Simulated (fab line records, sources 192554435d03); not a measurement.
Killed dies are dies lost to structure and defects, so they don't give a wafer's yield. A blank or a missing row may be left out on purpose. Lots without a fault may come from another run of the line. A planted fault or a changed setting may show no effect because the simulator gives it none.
fab line records | flow n5_finfet
record lots=24 wafers=72 last_day=18
route steps=1938 shown ZERO_LAYER@17 WELL_APT@56 FIN_SAQP@112 FIN_CUT@177 STI_FIN_REVEAL@199
lots that met no fault: from a run of the same line without faults
start_h: hours from the record's first day to the start of the lot's first wafer shown | wait_h: hours since the lot's step before | " the same as in the row above | L1.1+2: a row that stands for several wafers | - no value, or no start given | * or withheld: withheld | < > ~ a bound
route shown NAME@n: a module of which the file shows steps, and the number in the route of the first | usual: mean/standard deviation of fault-free wafers | same: alike in all rows | chamber/n: place in a boat | sites: the reading at each site | _std_site: their standard deviation | _edge_site: outer sites' mean less inner sites' | radius_mm: how far each site lies from the wafer's centre | mask NAME#n: copy n | behind: the tool/chamber that last shaped the wafer | hold: why the lot was held/for how many hours/how that ended | device: the transistor (n, p or np) that didn't switch | end of line: the same wafers' tests at the end of the route | a step without rows: its recipe alone | killed: dies lost to structure and defects at the first sort, not the wafer's yield | map: a wafer's dies, x killed, . not, _ none there
set.NAME: the setting as run; set.NAME@STEP: as run at that earlier step | model.NAME: the simulator's own value behind a step, which no gauge read
steps of the route over a sample of lots; a table a step, a row a wafer
services: from which hour (start_h, from the record's first day; less than 0 if before it) a tool's chamber was out of use, for how many hours, and why
## steps
# step N5_ZERO_LAYER_STRIP_24
# recipe chemistry=O2 power_w=1000 temp_c=250 overash_fraction=0.3 pressure_mtorr=1000 o2_flow_sccm=6750
# usual drypump_motor_current_A=5.3/0.37 heater_power_w=351/29 oes_product_au=0.646/0.0047 strip_time_to_endpoint_s=43.81/0.096
# columns lot.wafer tool chamber start_h wait_h drypump_motor_current_A heater_power_w oes_product_au rf_hours_counter_h strip_time_to_endpoint_s
L074.1 plasma_asher-02 1 13.03 0.2 5.1 389 0.647 74 43.90
L074.5 " 1 " " 5.2 376 0.644 - 43.81
L074.6 " 0 " " 4.8 359 0.649 - 43.78
L075.3 plasma_asher-02 1 18.96 0.1 5.2 376 0.648 - 43.66
L075.4 " 0 " " 4.9 370 0.649 - 43.70
L075.6 " 0 " " 4.9 377 0.647 - 43.68
L076.1 plasma_asher-02 0 24.90 0.1 4.8 353 0.649 76 43.94
L076.3 " 0 " " 4.8 369 0.648 - 43.96
L076.5 " 0 " " 4.8 368 0.645 - 43.87
L077.1 plasma_asher-02 1 30.89 0.1 5.1 380 0.650 77 43.75
L077.4 " 1 " " 5.2 384 0.645 - 43.75
L077.5 " 0 " " 4.8 370 0.637 - 43.80
L078.1 plasma_asher-01 0 36.90 0.1 5.7 336 0.651 31 43.91
L078.3 " 0 " " 5.7 328 0.655 - 44.04
L078.5 " 0 " " 5.7 335 0.644 - 43.92
L079.2 plasma_asher-01 0 42.89 0.1 5.6 337 0.649 32 44.06
L079.3 " 1 " " 5.7 316 0.654 - 43.93
L079.6 " 0 " " 5.7 335 0.647 - 43.96
L080.3 plasma_asher-02 1 49.04 0.1 5.2 392 0.648 - 43.90
L080.5 " 0 " " 4.8 368 0.647 - 43.94
L080.6 " 1 " " 5.2 379 0.651 - 43.73
L081.1 plasma_asher-02 1 55.14 0.1 5.1 389 0.651 82 43.96
L081.3 " 1 " " 5.1 382 0.647 - 44.05
L081.6 " 1 " " 5.1 386 0.648 - 43.89
L082.1 plasma_asher-02 1 61.02 0.1 5.2 388 0.648 84 43.95
L082.4 " 1 " " 5.2 389 0.646 - 43.90
L082.5 " 0 " " 4.8 370 0.644 - 43.84
L083.1 plasma_asher-01 0 67.57 0.1 5.7 338 0.650 37 43.75
L083.2 " 1 " " 5.6 302 0.651 37 43.78
L083.3 " 0 " " 5.7 332 0.638 - 43.76
L084.2 plasma_asher-01 0 73.23 0.1 5.7 332 0.648 38 43.78
L084.4 " 0 " " 5.7 335 0.646 - 43.84
L084.5 " 0 " " 5.7 328 0.649 - 43.91
L085.1 plasma_asher-02 1 79.02 0.1 5.1 383 0.649 88 43.82
L085.3 " 0 " " 4.8 360 0.651 - 43.71
L085.6 " 1 " " 5.2 396 0.630 - 43.76
L086.1 plasma_asher-01 1 84.90 0.1 5.7 307 0.642 40 43.76
L086.3 " 1 " " 5.6 308 0.653 - 43.78
L086.4 " 0 " " 5.7 335 0.645 - 43.73
L087.1 plasma_asher-01 1 90.89 0.1 5.6 319 0.650 42 43.76
L087.2 " 0 " " 5.7 333 0.646 42 43.74
L087.5 " 0 " " 5.7 331 0.651 - 43.71
L088.3 plasma_asher-02 0 97.05 0.1 4.8 373 0.648 - 43.94
L088.4 " 1 " " 5.1 376 0.650 - 43.86
L088.5 " 1 " " 5.2 383 0.643 - 43.86
L089.2 plasma_asher-01 0 102.91 0.1 5.7 331 0.652 44 43.67
L089.3 " 0 " " 5.7 337 0.650 - 43.81
L089.5 " 0 " " 5.7 329 0.647 - 43.63
L090.2 plasma_asher-01 1 108.95 0.1 5.7 307 0.653 45 43.83
L090.5 " 1 " " 5.7 314 0.636 - 43.89
L090.6 " 0 " " 5.7 329 0.639 - 43.76
L091.2 plasma_asher-01 1 115.03 0.1 5.7 310 0.642 46 43.86
L091.5 " 1 " " 5.7 310 0.648 - 43.84
L091.6 " 0 " " 5.7 333 0.640 - 43.82
L092.1 plasma_asher-01 1 121.23 0.1 5.6 304 0.648 47 43.75
L092.2 " 0 " " 5.7 336 0.642 47 43.78
L092.5 " 0 " " 5.7 336 0.643 - 43.77
L093.3 plasma_asher-02 0 126.94 0.1 4.8 374 0.646 - 43.81
L093.4 " 1 " " 5.2 382 0.655 - 43.75
L093.6 " 1 " " 5.1 385 0.653 - 43.78
L094.3 plasma_asher-02 0 134.80 0.1 4.8 362 0.652 - 43.93
L094.4 " 1 " " 5.2 374 0.651 - 43.87
L094.5 " 0 " " 4.8 362 0.640 - 43.71
L095.1 plasma_asher-01 0 139.11 0.1 5.7 332 0.651 50 43.68
L095.4 " 0 " " 5.7 336 0.649 - 43.85
L095.6 " 0 " " 5.7 327 0.643 - 43.79
L096.2 plasma_asher-02 1 145.20 0.1 5.2 381 0.646 101 43.68
L096.3 " 0 " " 4.8 375 0.648 - 43.72
L096.4 " 1 " " 5.2 387 0.644 - 43.76
L097.1 plasma_asher-02 1 151.02 0.1 5.1 378 0.646 101 43.81
L097.3 " 0 " " 4.8 376 0.647 - 43.80
L097.6 " 1 " " 5.2 386 0.640 - 43.78
# step N5_WELL_APT_INSPECT_38
# recipe inspect_instrument=darkfield mode=post_epi
# usual raw_defect_count=13/4.9
# columns lot.wafer tool chamber start_h wait_h raw_defect_count
L074.1 defect_inspect-02 - 16.90 0.5 9
L074.5 " - " " 10
L074.6 " - " " 16
L075.3 defect_inspect-01 - 22.62 0.3 5
L075.4 " - " " 17
L075.6 " - " " 11
L076.1 defect_inspect-01 - 28.55 0.5 20
L076.3 " - " " 10
L076.5 " - " " 13
L077.1 defect_inspect-02 - 34.66 0.5 11
L077.4 " - " " 10
L077.5 " - " " 11
L078.1 defect_inspect-01 - 40.65 0.5 20
L078.3 " - " " 17
L078.5 " - " " 10
L079.2 defect_inspect-01 - 46.92 0.5 13
L079.3 " - " " 11
L079.6 " - " " 12
L080.3 defect_inspect-01 - 53.27 0.3 12
L080.5 " - " " 9
L080.6 " - " " 13
L081.1 defect_inspect-02 - 59.43 0.5 19
L081.3 " - " " 15
L081.6 " - " " 16
L082.1 defect_inspect-02 - 67.45 0.5 9
L082.4 " - " " 13
L082.5 " - " " 14
L083.1 defect_inspect-02 - 71.22 0.5 8
L083.2 " - " " 5
L083.3 " - " " 7
L084.2 defect_inspect-02 - 76.91 0.4 25
L084.4 " - " " 10
L084.5 " - " " 12
L085.1 defect_inspect-02 - 83.02 0.7 11
L085.3 " - " " 6
L085.6 " - " " 16
L086.1 defect_inspect-02 - 89.13 0.7 15
L086.3 " - " " 14
L086.4 " - " " 17
L087.1 defect_inspect-01 - 94.81 0.5 24
L087.2 " - " " 17
L087.5 " - " " 17
L088.3 defect_inspect-01 - 101.47 0.4 13
L088.4 " - " " 11
L088.5 " - " " 11
L089.2 defect_inspect-02 - 106.59 0.4 13
L089.3 " - " " 24
L089.5 " - " " 14
L090.2 defect_inspect-01 - 113.13 0.4 16
L090.5 " - " " 10
L090.6 " - " " 16
L091.2 defect_inspect-01 - 119.13 0.4 11
L091.5 " - " " 29
L091.6 " - " " 14
L092.1 defect_inspect-01 - 125.80 0.5 12
L092.2 " - " " 10
L092.5 " - " " 16
L093.3 defect_inspect-01 - 131.35 0.3 18
L093.4 " - " " 21
L093.6 " - " " 7
L094.3 defect_inspect-02 - 138.91 0.6 11
L094.4 " - " " 5
L094.5 " - " " 23
L095.1 defect_inspect-02 - 143.21 0.9 23
L095.4 " - " " 15
L095.6 " - " " 15
L096.2 defect_inspect-01 - 149.07 0.4 15
L096.3 " - " " 16
L096.4 " - " " 13
L097.1 defect_inspect-01 - 155.56 1.2 8
L097.3 " - " " 12
L097.6 " - " " 15
# step N5_FIN_SAQP_OVL_MEAS_17
# recipe points_per_wafer=44
# usual FIN_CORE_OVL=0.4/0.84
# columns lot.wafer tool chamber start_h wait_h FIN_CORE_OVL[nm]
L074.1 overlay-01 0 21.69 0.0 1.6
L074.5 " 0 " " 2.4
L074.6 " 0 " " 1.0
L075.3 overlay-01 0 27.17 0.0 0.1
L075.4 " 0 " " 0.5
L075.6 " 0 " " 0.6
L076.1 overlay-01 0 34.15 0.0 0.0
L076.3 " 0 " " 1.1
L076.5 " 0 " " 0.8
L077.1 overlay-01 0 39.56 0.0 0.6
L077.4 " 0 " " 0.7
L077.5 " 0 " " 2.2
L078.1 overlay-01 0 46.29 0.0 1.2
L078.3 " 0 " " 0.8
L078.5 " 0 " " 0.7
L079.2 overlay-01 0 52.13 0.0 1.5
L079.3 " 0 " " 1.6
L079.6 " 0 " " 0.2
L080.3 overlay-01 0 58.00 0.0 0.3
L080.5 " 0 " " 1.2
L080.6 " 0 " " 1.2
L081.1 overlay-02 0 64.16 0.0 0.4
L081.3 " 0 " " 0.6
L081.6 " 0 " " -0.1
L082.1 overlay-02 0 72.19 0.0 0.3
L082.4 " 0 " " 0.4
L082.5 " 0 " " -0.5
L083.1 overlay-02 0 76.08 0.0 0.0
L083.2 " 0 " " -0.9
L083.3 " 0 " " -0.5
L084.2 overlay-02 0 82.18 0.0 -0.2
L084.4 " 0 " " 0.4
L084.5 " 0 " " -0.7
L085.1 overlay-02 0 88.19 0.0 0.1
L085.3 " 0 " " -0.1
L085.6 " 0 " " 0.7
L086.1 overlay-01 0 93.95 0.0 0.6
L086.3 " 0 " " 0.0
L086.4 " 0 " " 1.5
L087.1 overlay-01 0 101.04 0.0 0.3
L087.2 " 0 " " 0.3
L087.5 " 0 " " 0.1
L088.3 overlay-01 0 106.55 0.0 -0.6
L088.4 " 0 " " -0.4
L088.5 " 0 " " 2.0
L089.2 overlay-01 0 112.27 0.0 0.6
L089.3 " 0 " " 1.0
L089.5 " 0 " " 1.6
L090.2 overlay-01 0 118.94 0.0 1.0
L090.5 " 0 " " -0.7
L090.6 " 0 " " 0.6
L091.2 overlay-01 0 124.67 0.0 -1.6
L091.5 " 0 " " -0.7
L091.6 " 0 " " -0.4
L092.1 overlay-02 0 130.99 0.0 0.4
L092.2 " 0 " " -0.2
L092.5 " 0 " " 0.4
L093.3 overlay-02 0 137.16 0.0 -0.7
L093.4 " 0 " " -0.9
L093.6 " 0 " " 0.5
L094.3 overlay-02 0 143.86 0.0 1.2
L094.4 " 0 " " 0.1
L094.5 " 0 " " -0.7
L095.1 overlay-02 0 149.61 0.0 0.5
L095.4 " 0 " " -0.7
L095.6 " 0 " " -1.0
L096.2 overlay-01 0 155.10 0.0 1.0
L096.3 " 0 " " 0.5
L096.4 " 0 " " 3.1
L097.1 overlay-01 0 160.11 0.0 0.5
L097.3 " 0 " " 1.6
L097.6 " 0 " " -0.2
# step N5_FIN_SAQP_CD_MEAS_37
# recipe target_cd_nm=8 polarity=line
# usual cd_nm=8.2/0.33
# columns lot.wafer tool chamber start_h wait_h cd_nm
L074.1 cd_sem-03 - 25.83 0.1 8.0
L074.5 " - " " 7.9
L074.6 " - " " 8.2
L075.3 cd_sem-01 - 31.34 0.1 7.9
L075.4 " - " " 7.8
L075.6 " - " " 8.1
L076.1 cd_sem-03 - 39.17 0.1 8.3
L076.3 " - " " 8.7
L076.5 " - " " 8.0
L077.1 cd_sem-03 - 43.91 0.1 7.8
L077.4 " - " " 7.8
L077.5 " - " " 8.1
L078.1 cd_sem-03 - 51.15 0.1 8.0
L078.3 " - " " 9.1
L078.5 " - " " 8.3
L079.2 cd_sem-02 - 57.69 0.1 7.7
L079.3 " - " " 8.0
L079.6 " - " " 8.5
L080.3 cd_sem-01 - 63.47 0.1 8.4
L080.5 " - " " 8.0
L080.6 " - " " 8.6
L081.1 cd_sem-03 - 68.73 0.1 8.1
L081.3 " - " " 8.5
L081.6 " - " " 7.7
L082.1 cd_sem-03 - 76.32 0.1 7.7
L082.4 " - " " 8.4
L082.5 " - " " 7.7
L083.1 cd_sem-03 - 80.32 0.1 7.8
L083.2 " - " " 7.8
L083.3 " - " " 8.1
L084.2 cd_sem-02 - 86.42 0.1 8.9
L084.4 " - " " 7.9
L084.5 " - " " 8.2
L085.1 cd_sem-03 - 93.53 0.1 8.5
L085.3 " - " " 8.6
L085.6 " - " " 8.6
L086.1 cd_sem-02 - 98.92 0.1 8.1
L086.3 " - " " 8.1
L086.4 " - " " 8.0
L087.1 cd_sem-01 - 105.59 0.1 8.5
L087.2 " - " " 8.6
L087.5 " - " " 8.5
L088.3 cd_sem-03 - 110.68 0.1 8.2
L088.4 " - " " 8.2
L088.5 " - " " 8.1
L089.2 cd_sem-01 - 117.20 0.1 8.2
L089.3 " - " " 8.9
L089.5 " - " " 8.6
L090.2 cd_sem-03 - 124.38 0.1 8.0
L090.5 " - " " 7.9
L090.6 " - " " 8.2
L091.2 cd_sem-01 - 130.33 0.1 8.2
L091.5 " - " " 8.3
L091.6 " - " " 8.2
L092.1 cd_sem-01 - 135.22 0.1 8.3
L092.2 " - " " 7.4
L092.5 " - " " 8.5
L093.3 cd_sem-03 - 141.53 0.1 8.2
L093.4 " - " " 8.1
L093.6 " - " " 8.2
L094.3 cd_sem-01 - 149.06 0.1 8.3
L094.4 " - " " 8.0
L094.5 " - " " 7.8
L095.1 cd_sem-02 - 154.75 0.1 8.5
L095.4 " - " " 7.9
L095.6 " - " " 8.4
L096.2 cd_sem-03 - 159.75 0.1 8.4
L096.3 " - " " 8.1
L096.4 " - " " 8.7
L097.1 cd_sem-01 - 165.92 0.1 8.0
L097.3 " - " " 8.5
L097.6 " - " " 7.9
# step N5_FIN_CUT_CUT_ETCH_28
# recipe chemistry=HBr/Cl2/O2 target=Si target_depth_a=60 mask_material=SOC time_s=2.4 ion_energy_ev=* bias_w=* pressure_mtorr=10 icp_w=800 HBr_flow_sccm=150 Cl2_flow_sccm=80 O2_flow_sccm=12
# usual O2_flow_sccm=12.00/0.034 drypump_motor_current_A=5.7/0.48 oes_product_au=0.994/0.012 throttle_valve_pct=37.3/0.54
# columns lot.wafer tool chamber start_h wait_h O2_flow_sccm drypump_motor_current_A oes_product_au rf_hours_counter_h throttle_valve_pct
L074.1 rie_si-01 1 27.07 0.0 12.03 5.3 1.002 125 36.7
L074.5 " 2 " " 12.02 5.4 1.004 - 37.7
L074.6 " 1 " " 11.99 5.3 1.010 - 36.7
L075.3 rie_si-04 1 32.76 0.0 12.02 5.9 0.985 186 38.0
L075.4 " 3 " " 12.01 5.6 1.002 192 37.1
L075.6 " 3 " " 12.03 5.6 1.002 - 37.1
L076.1 rie_si-01 2 40.92 0.0 12.00 5.4 1.009 120 37.7
L076.3 " 3 " " 12.01 5.0 1.000 5 37.3
L076.5 " 1 " " 11.99 5.3 1.007 - 36.7
L077.1 rie_si-04 1 45.16 0.0 11.95 5.9 0.984 186 38.0
L077.4 " 0 " " 12.02 5.9 1.012 28 36.7
L077.5 " 2 " " 12.03 5.1 1.000 - 37.6
L078.1 rie_si-04 3 52.60 0.0 12.04 5.6 0.988 192 37.1
L078.3 " 1 " " 12.01 5.9 0.981 186 38.0
L078.5 " 0 " " 12.06 6.0 0.995 - 36.7
L079.2 rie_si-04 3 58.94 0.0 11.98 5.6 0.996 192 37.1
L079.3 " 0 " " 11.94 5.9 1.005 29 36.7
L079.6 " 1 " " 12.01 5.9 0.980 - 38.0
L080.3 rie_si-04 0 64.87 0.0 11.97 6.0 1.010 29 36.7
L080.5 " 2 " " 11.96 5.1 0.989 - 37.6
L080.6 " 3 " " 11.97 5.6 1.002 - 37.1
L081.1 rie_si-02 3 70.26 0.0 11.99 6.2 1.000 8 36.8
L081.3 " 0 " " 12.05 5.6 0.999 17 37.6
L081.6 " 2 " " 11.99 5.7 0.965 - 37.8
L082.1 rie_si-04 2 77.58 0.0 11.98 5.1 0.990 72 37.6
L082.4 " 1 " " 11.95 5.9 0.988 186 38.0
L082.5 " 0 " " 11.99 5.9 1.001 - 36.7
L083.1 rie_si-04 3 81.96 0.0 11.95 5.6 0.999 193 37.1
L083.2 " 2 " " 11.99 5.1 0.991 72 37.5
L083.3 " 1 " " 11.98 5.9 0.990 187 38.0
L084.2 rie_si-01 3 88.08 0.0 12.03 5.0 0.994 6 37.3
L084.4 " 2 " " 12.02 5.4 1.006 121 37.7
L084.5 " 3 " " 12.00 5.0 1.005 - 37.3
L085.1 rie_si-02 1 94.77 0.0 12.02 6.6 0.991 57 37.6
L085.3 " 2 " " 12.03 5.7 0.968 54 37.8
L085.6 " 3 " " 11.99 6.2 0.996 - 36.8
L086.1 rie_si-04 0 100.49 0.0 11.99 6.0 1.003 29 36.7
L086.3 " 1 " " 11.97 5.9 0.985 187 38.0
L086.4 " 2 " " 11.99 5.1 0.990 72 37.6
L087.1 rie_si-02 3 106.84 0.0 12.00 6.2 1.008 9 36.8
L087.2 " 2 " " 11.95 5.7 0.965 54 37.8
L087.5 " 2 " " 12.01 5.7 0.959 - 37.8
L088.3 rie_si-04 2 112.02 0.0 12.02 5.1 0.999 73 37.6
L088.4 " 1 " " 12.00 5.9 0.980 187 38.0
L088.5 " 2 " " 11.99 5.1 0.990 - 37.6
L089.2 rie_si-01 1 118.44 0.0 11.97 5.3 1.006 127 36.7
L089.3 " 0 " " 12.03 6.4 0.985 8 36.3
L089.5 " 2 " " 12.01 5.4 1.004 - 37.7
L090.2 rie_si-02 3 126.02 0.0 11.97 6.2 1.008 9 36.8
L090.5 " 1 " " 12.01 6.7 0.982 - 37.6
L090.6 " 2 " " 11.97 5.7 0.960 - 37.8
L091.2 rie_si-01 3 131.70 0.0 12.01 5.0 1.004 7 37.3
L091.5 " 1 " " 12.00 5.3 1.007 - 36.7
L091.6 " 0 " " 11.99 6.3 0.989 - 36.3
L092.1 rie_si-02 1 136.60 0.0 12.03 6.7 0.983 57 37.6
L092.2 " 2 " " 12.00 5.7 0.966 55 37.8
L092.5 " 1 " " 12.01 6.7 0.987 - 37.6
L093.3 rie_si-04 2 142.89 0.0 12.06 5.1 0.993 73 37.5
L093.4 " 1 " " 12.01 5.9 0.978 188 38.0
L093.6 " 2 " " 12.04 5.1 1.001 - 37.6
L094.3 rie_si-02 3 150.37 0.0 11.94 6.2 1.000 10 36.8
L094.4 " 1 " " 12.04 6.7 0.980 58 37.6
L094.5 " 2 " " 11.99 5.7 0.964 - 37.8
L095.1 rie_si-01 1 156.12 0.0 11.93 5.3 1.015 127 36.7
L095.4 " 2 " " 12.01 5.4 1.003 122 37.7
L095.6 " 3 " " 12.02 5.0 0.998 - 37.3
L096.2 rie_si-01 0 161.11 0.0 12.00 6.4 0.990 9 36.3
L096.3 " 1 " " 12.05 5.3 1.007 127 36.7
L096.4 " 1 " " 12.03 5.3 1.008 - 36.7
L097.1 rie_si-04 2 167.18 0.0 12.07 5.1 0.989 74 37.6
L097.3 " 3 " " 12.00 5.6 0.995 0 36.2
L097.6 " 2 " " 12.09 5.1 0.990 - 37.6
# step N5_STI_FIN_REVEAL_ETCH_34
# recipe chemistry=H2 mode=isotropic material=Si target=Si target_depth_a=9.7 temp_c=20 pressure_mtorr=4.5 icp_w=300 bias_w=0 h2_flow_sccm=7.5 he_flow_sccm=142.5
# usual drypump_motor_current_A=5.5/0.41 h2_flow_sccm=7.500/0.023 oes_product_au=1.001/0.017 throttle_valve_pct=25.8/0.59
# columns lot.wafer tool chamber start_h wait_h drypump_motor_current_A h2_flow_sccm oes_product_au rf_hours_counter_h throttle_valve_pct
L074.1 rie_si-06 3 36.15 0.2 5.0 7.481 1.008 5 25.9
L074.5 " 1 " " 5.7 7.504 0.979 - 26.1
L074.6 " 0 " " 5.7 7.516 1.010 - 26.1
L075.3 rie_si-05 1 42.43 0.2 6.2 7.511 1.012 64 26.2
L075.4 " 0 " " 5.8 7.505 0.983 134 26.2
L075.6 " 2 " " 5.7 7.496 1.039 - 25.9
L076.1 rie_si-03 3 50.23 0.2 4.8 7.509 1.004 67 26.6
L076.3 " 2 " " 5.5 7.535 1.013 59 25.7
L076.5 " 3 " " 4.8 7.535 1.000 - 26.6
L077.1 rie_si-06 1 54.51 0.3 5.7 7.485 0.977 21 26.1
L077.4 " 3 " " 5.0 7.520 1.008 6 26.0
L077.5 " 2 " " 6.1 7.515 0.987 - 25.9
L078.1 rie_si-06 0 61.23 0.3 5.8 7.519 1.004 131 26.1
L078.3 " 3 " " 5.0 7.537 1.011 6 26.0
L078.5 " 0 " " 5.8 7.506 1.004 - 26.1
L079.2 rie_si-05 0 68.37 0.1 5.8 7.480 0.984 134 26.2
L079.3 " 3 " " 5.0 7.518 1.002 28 24.9
L079.6 " 0 " " 5.8 7.516 0.986 - 26.2
L080.3 rie_si-03 1 73.23 0.1 5.3 7.484 1.013 103 24.1
L080.5 " 3 " " 4.8 7.457 1.003 - 26.6
L080.6 " 0 " " 5.6 7.544 0.994 - 26.2
L081.1 rie_si-06 0 78.52 0.2 5.7 7.498 1.012 131 26.1
L081.3 " 1 " " 5.7 7.497 0.981 22 26.1
L081.6 " 0 " " 5.7 7.520 0.998 - 26.1
L082.1 rie_si-03 1 86.62 0.2 5.3 7.518 1.014 103 24.1
L082.4 " 3 " " 4.8 7.493 1.005 67 26.6
L082.5 " 1 " " 5.3 7.485 1.009 - 24.1
L083.1 rie_si-03 1 90.69 0.2 5.3 7.518 1.017 103 24.1
L083.2 " 2 " " 5.6 7.529 1.024 60 25.8
L083.3 " 0 " " 5.6 7.509 0.982 21 26.1
L084.2 rie_si-06 1 97.36 0.1 5.7 7.524 0.970 22 26.1
L084.4 " 3 " " 5.0 7.492 0.996 7 26.0
L084.5 " 0 " " 5.8 7.482 0.995 - 26.1
L085.1 rie_si-05 0 103.13 0.2 5.8 7.522 0.980 135 26.2
L085.3 " 1 " " 6.2 7.490 1.008 65 26.2
L085.6 " 2 " " 5.6 7.480 1.036 - 25.9
L086.1 rie_si-06 1 108.82 0.2 5.8 7.495 0.958 22 26.1
L086.3 " 3 " " 4.9 7.463 0.997 7 26.0
L086.4 " 0 " " 5.8 7.512 0.995 132 26.1
L087.1 rie_si-05 1 115.26 0.2 6.1 7.487 1.006 65 26.2
L087.2 " 2 " " 5.6 7.459 1.025 8 25.9
L087.5 " 2 " " 5.6 7.473 1.020 - 25.9
L088.3 rie_si-05 0 120.77 0.1 5.8 7.504 0.983 135 26.2
L088.4 " 3 " " 5.0 7.547 1.005 29 24.9
L088.5 " 3 " " 5.1 7.546 0.990 - 24.9
L089.2 rie_si-05 0 126.74 0.1 5.8 7.500 0.981 135 26.2
L089.3 " 3 " " 5.0 7.482 1.001 29 24.9
L089.5 " 0 " " 5.8 7.491 0.978 - 26.2
L090.2 rie_si-06 3 134.50 0.1 5.0 7.466 0.999 7 26.0
L090.5 " 2 " " 6.1 7.515 1.009 - 25.9
L090.6 " 3 " " 5.0 7.495 0.994 - 26.0
L091.2 rie_si-06 1 140.10 0.1 5.8 7.496 0.981 23 26.1
L091.5 " 2 " " 6.1 7.467 1.011 - 25.9
L091.6 " 1 " " 5.8 7.520 0.976 - 26.1
L092.1 rie_si-05 3 145.01 0.2 5.0 7.478 1.001 30 24.9
L092.2 " 1 " " 6.2 7.533 1.002 65 26.2
L092.5 " 1 " " 6.2 7.503 1.007 - 26.2
L093.3 rie_si-03 1 151.48 0.1 5.3 7.532 1.025 104 24.1
L093.4 " 0 " " 5.6 7.482 0.998 22 26.2
L093.6 " 1 " " 5.3 7.448 1.014 - 24.1
L094.3 rie_si-03 1 159.13 0.1 5.3 7.504 1.018 104 24.1
L094.4 " 0 " " 5.6 7.478 1.009 22 26.2
L094.5 " 2 " " 5.6 7.509 1.038 - 25.8
L095.1 rie_si-06 2 164.60 0.2 6.1 7.476 1.000 2 25.9
L095.4 " 1 " " 5.7 7.505 0.976 23 26.1
L095.6 " 3 " " 5.0 7.517 0.988 - 26.0
L096.2 rie_si-06 1 169.41 0.1 5.8 7.474 0.969 23 26.1
L096.3 " 2 " " 6.1 7.476 0.999 2 25.8
L096.4 " 0 " " 5.7 7.514 0.997 133 26.1
L097.1 rie_si-05 2 176.37 0.2 5.6 7.509 1.046 10 25.9
L097.3 " 0 " " 5.8 7.491 0.995 136 26.2
L097.6 " 2 " " 5.6 7.503 1.026 - 25.9
## services
# columns tool chamber start_h hours kind
rie_si-06 2 27.66 - clean
rie_si-06 2 27.66 - consumable_replace:focus_ring
rie_si-06 2 27.66 18.9 scheduled_down
rie_si-06 2 27.66 18.9 vent_cycle
rie_si-05 2 65.76 9.9 repair
plasma_asher-02 - 84.72 2.5 repair
rie_si-03 3 98.87 5.6 repair
rie_si-02 0 106.16 1.4 repair
rie_si-02 3 130.02 6.1 repair
rie_si-02 - 145.79 0.4 repair
rie_si-04 3 147.30 - clean
rie_si-04 3 147.30 15.8 scheduled_down
rie_si-04 3 147.30 15.8 vent_cycle
rie_si-01 3 158.64 9.9 repair
plasma_asher-01 - 167.89 10.1 repair
rie_si-04 - 176.37 0.3 repair
## key
fault none
